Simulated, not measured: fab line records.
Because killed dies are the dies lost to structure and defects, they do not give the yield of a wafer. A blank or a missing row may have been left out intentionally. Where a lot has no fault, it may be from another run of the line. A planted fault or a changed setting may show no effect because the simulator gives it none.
Chamber matching / flow n5_finfet / N5_MOL_CONTACT_COAG_ALD_27 on ald_sin-02: 4 sister chambers
The step deposits SiOC, target thk 17 nm, pulse time 1.5 s, time 2720 s. 4 wafers are shown with their chamber, then 8 later ones without.

## WAFERS, EACH WITH ITS CHAMBER
wafer=L083.4; chamber=3; heater_power_w (W)=904
wafer=L085.1; chamber=1; heater_power_w (W)=866
wafer=L085.6; chamber=0; heater_power_w (W)=982
wafer=L090.3; chamber=2; heater_power_w (W)=901

## WAFERS WHOSE CHAMBER IS MISSING
wafer=L090.4; heater_power_w (W)=866
wafer=L090.5; heater_power_w (W)=919
wafer=L095.2; heater_power_w (W)=991
wafer=L095.3; heater_power_w (W)=918
wafer=L095.4; heater_power_w (W)=901
wafer=L096.1; heater_power_w (W)=920
wafer=L096.2; heater_power_w (W)=877
wafer=L096.4; heater_power_w (W)=895

## EACH ONE'S CHAMBER
wafer=L090.4; from the rows above=1; in truth=1
wafer=L090.5; from the rows above=can't be placed: 3 or 2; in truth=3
wafer=L095.2; from the rows above=0; in truth=0
wafer=L095.3; from the rows above=can't be placed: 3 or 2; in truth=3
wafer=L095.4; from the rows above=can't be placed: 2 or 3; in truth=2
wafer=L096.1; from the rows above=can't be placed: 3 or 2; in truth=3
wafer=L096.2; from the rows above=can't be placed: 1 or 2 or 3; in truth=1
wafer=L096.4; from the rows above=can't be placed: 2 or 3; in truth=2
Correctly placed: 2 of 8. From these rows, 6 cannot be placed; in 6 the true chamber is one of the candidates. Wrongly placed: 0.
How it was worked out, from the rows above alone: a wafer's distance from a chamber is the root of the sum, over the readings, of the square of ((its reading less the chamber's mean) divided by the reading's scatter). If the next closest chamber is less than 2 further off than the closest, the wafer can't be placed; otherwise it belongs to the closest. The mean given for a chamber averages the wafers shown for that chamber. The scatter (one wafer shown for each chamber): square how far every hidden wafer sits from the nearest shown wafer, average those squares and take the square root.
